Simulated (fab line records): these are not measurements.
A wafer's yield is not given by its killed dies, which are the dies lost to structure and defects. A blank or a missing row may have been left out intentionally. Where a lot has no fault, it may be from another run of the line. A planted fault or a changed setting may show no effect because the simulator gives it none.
Which of the tools did it? ; flow nand harc ; route of 1302 steps, sampled at 1 step: 12 lots, 36 wafers

== WHAT THE GAUGES READ, wafer by wafer ==
NHARC_P_CONTACT_INSPECT_14.
lot;measured;on;raw defect count
L075;day 6 04:33;defect inspect-01;1 1 3
L077;day 6 22:23;defect inspect-02;3 4 4
L079;day 7 20:24;defect inspect-02;4 2 1
L081;day 8 19:57;defect inspect-01;1 3 3
L083;day 9 19:10;defect inspect-01;2 3 4
L085;day 10 12:31;defect inspect-01;2 4 4
L087;day 11 04:24;defect inspect-02;7 3 6
L089;day 12 06:28;defect inspect-01;4 5 3
L091;day 12 19:04;defect inspect-02;4 7 5
L093;day 14 01:43;defect inspect-02;0 2 3
L095;day 14 19:00;defect inspect-02;4 2 5
L097;day 15 06:24;defect inspect-02;4 3 4

== WHAT TOOL EACH LOT RAN ON (gives the tool, then ch and the chambers of the sampled wafers, and finally the start) ==
The record shows no process step preceding these readings.

== THE ANSWER, worked out from the rows above alone ==
Rule: what is usual is taken from the lots themselves. Put in order of their means at a reading, lots are off if they are a third of the lots or fewer, leave a main group of 4 or more, and stand apart from it by a gap of 3 or more times the standard deviation of the main group's means; of several such gaps the widest counts. If all means in a main group match to the digits the tables above print for the reading, that group is not used. A lot without any number at a reading at which 4 lots or more have one is off too. Where the step has rows for the other lots, those lots are counted as sound.
Nothing can be told from this: no lot is off at any reading shown.

== WHAT WAS PUT IN BY THE SIMULATOR ==
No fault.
